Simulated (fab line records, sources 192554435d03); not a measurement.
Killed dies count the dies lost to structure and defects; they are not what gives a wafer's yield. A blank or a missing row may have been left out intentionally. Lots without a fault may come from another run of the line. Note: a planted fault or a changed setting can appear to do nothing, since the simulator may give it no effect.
A lot that was struck, set against a sound lot -- flow n5Finfet -- 19 out of 1938 route steps
Sound: these wafers, L809.1, L809.2, L809.4. Struck: wafers L804.1, L804.2, L804.4. Last of all comes the cause.
Each step with rows lists, per side, the tool, then ch with its chambers, then its first start. Under that, the readings that differ: sound wafers -- struck wafers -- difference of the means -- sigmas: that difference in standard deviations of wafers without a fault.
alike: words and numbers the same on both sides, and readings whose means are apart by under 2 such deviations; not compared: readings that were withheld, readings missing a value for some wafer, numbers with overlapping values and no deviation given by the record, and bounds like >300 which may hide the same value.
A row with sigmas, a row that says differs or no value, or rows on one side alone: a step with any of these is where the two part. Non-overlapping numbers with no deviation appear without sigmas and do not part them. Lack of a reading on every wafer of one side parts them only where that side has two or more wafers.

first, 4 steps without rows for these wafers: N5_BEOL_M1_SOFTBAKE_23 (time 60 s); N5_BEOL_M1_EXPOSE_25 (exposes mask V0, defocus 5 nm, target cd 24 nm); N5_BEOL_M1_PEB_26 (peb time 60 s); N5_BEOL_M1_DEVELOP_27 (develop time 30 s).
N5_BEOL_M1_CD_MEAS_28: target cd y 23.3 nm.
  sound on cdSem-03 ch 0, day 10 22:08; struck on cdSem-01 ch 0, day 9 18:21
  alike: cdNm
N5_BEOL_M1_OVL_MEAS_29:
  sound on overlay-01 ch 0, day 10 22:10; struck on overlay-02 ch 0, day 9 18:23
  alike: V0_OVL
N5_BEOL_M1_INSPECT_30: inspects for defects (brightfield).
  sound on defectInspect-02, day 10 22:13; struck on defectInspect-02, day 9 18:26
  alike: rawDefectCount
N5_BEOL_M1_DESCUM_33: chemistry O2, time 7 s.
  sound on rieDiel-04 ch 0,1,3, day 10 22:16; struck on rieDiel-05 ch 0,1,2, day 9 18:29
  alike: drypumpMotorCurrentA, oesProductAu, rfVppV, showerheadPlenumPTorr, throttleValvePct
  not compared: rfHoursCounterH
N5_BEOL_M1_ETCH_77: etches underlayer in N2/H2, target depth 6.5 nm, time 5.2 s.
  sound on rieDiel-04 ch 0,1,3, day 10 22:17; struck on rieDiel-05 ch 0,1,2, day 9 18:31
  alike: biasW, drypumpMotorCurrentA, etchRfOnTimeS, oesProductAu, rfVppV, showerheadPlenumPTorr, throttleValvePct
  not compared: rfHoursCounterH
N5_BEOL_M1_ETCH_69: etches SiARC in CF4, target depth 15.6 nm, time 26 s.
  sound on rieDiel-04 ch 0,1,3, day 10 22:19; struck on rieDiel-05 ch 0,1,2, day 9 18:32
  alike: biasW, drypumpMotorCurrentA, etchRfOnTimeS, oesProductAu, rfVppV, showerheadPlenumPTorr, throttleValvePct
  not compared: rfHoursCounterH
N5_BEOL_M1_ALD_98: deposits SiO2, target thk 2.5 nm, pulse time 1 s, co reactant pulse time 1 s.
  sound on aldSin-04 ch 1,2,3, day 10 22:23; struck on aldSin-02 ch 0,2,3, day 9 18:37
  alike: heaterPowerW, precursorPulseHeightRel
N5_BEOL_M1_ETCHBACK_99: etches SiO2 in CHF3, target depth 5 nm, time 10.4 s.
  sound on rieDiel-04 ch 1,2, day 11 14:46; struck on rieDiel-01 ch 0,1,2, day 10 20:02
reading,sound,struck,difference,sigmas
rfVppV (V),239 229 231,241 240 253,+12,+2
showerheadPlenumPTorr (Torr),2.08 2.07 2.07,2.19 2.17 2.21,+0.12,+2
  alike: biasW, drypumpMotorCurrentA, oesProductAu, throttleValvePct
  not compared: rfHoursCounterH
N5_BEOL_M1_ETCH_70: etches SOC in N2/H2, target depth 80 nm, overetch 16 nm, time 120 s.
  sound on rieDiel-04 ch 1,2, day 11 14:48; struck on rieDiel-01 ch 0,1,2, day 10 20:04
reading,sound,struck,difference,sigmas
showerheadPlenumPTorr (Torr),2.47 2.43 2.43,2.61 2.59 2.62,+0.16,+2
model.SiARC_of_BEOL_M1_COAT_68.thkNm (nm),6.4 6.6 6.6,2.8 3.4 2.8,-3.5,
  alike: biasW, drypumpMotorCurrentA, oesProductAu, rfVppV, throttleValvePct
  not compared: rfHoursCounterH
then, 2 steps without rows for these wafers: N5_BEOL_M1_STRIP_71 (strips in N2/H2); N5_BEOL_M1_STRIP_78 (strips in N2/H2).
N5_BEOL_M1_VIA_ETCH_34: etches the open film in C4F6/O2, target depth 67.8 nm, time 64.4 s.
  sound on rieDiel-04 ch 1,2, day 11 14:54; struck on rieDiel-01 ch 0,1,2, day 10 20:10
reading,sound,struck,difference,sigmas
rfVppV (V),660 634 635,665 663 695,+31,+2
showerheadPlenumPTorr (Torr),2.76 2.74 2.74,2.90 2.87 2.92,+0.15,+2
model.BEOL_M1.cdNm (nm),18 18 18.6,19.4 20 19.2,+1.3,
  alike: C4F6_flow_sccm, biasW, drypumpMotorCurrentA, oesProductAu, throttleValvePct
  not compared: rfHoursCounterH
then, 1 step without rows for these wafers: N5_BEOL_M1_STRIP_83 (strips in C4F6/O2).
-- the record jumps here: 3 days lie between the struck wafers' starts before and after (it left off in module BEOL_M1 and takes up again in module BEOL_M4, whose first step shown is number 1111 of the route) --
N5_BEOL_M4_RC_MEAS_101:
  sound on prober-02 ch 0, day 14 05:03; struck on prober-02 ch 0, day 13 12:16
reading,sound,struck,difference,sigmas
VT_P (mV),-256 -254 -259,-247 -247 -248,+9,+2
  alike: DIBL_N, DIBL_P, IOFF_N, IOFF_P, ION_N, ION_P, SS_N, SS_P, VT_N
N5_PASSIVATION_PROBE_49:
  the record holds rows for the sound wafers here (prober-01, day 18 22:03) but none for the struck ones

WHERE THEY PART
Last at N5_PASSIVATION_PROBE_49 as far as this record goes, first at N5_BEOL_M1_ETCHBACK_99.

WHY: what the simulator had put in
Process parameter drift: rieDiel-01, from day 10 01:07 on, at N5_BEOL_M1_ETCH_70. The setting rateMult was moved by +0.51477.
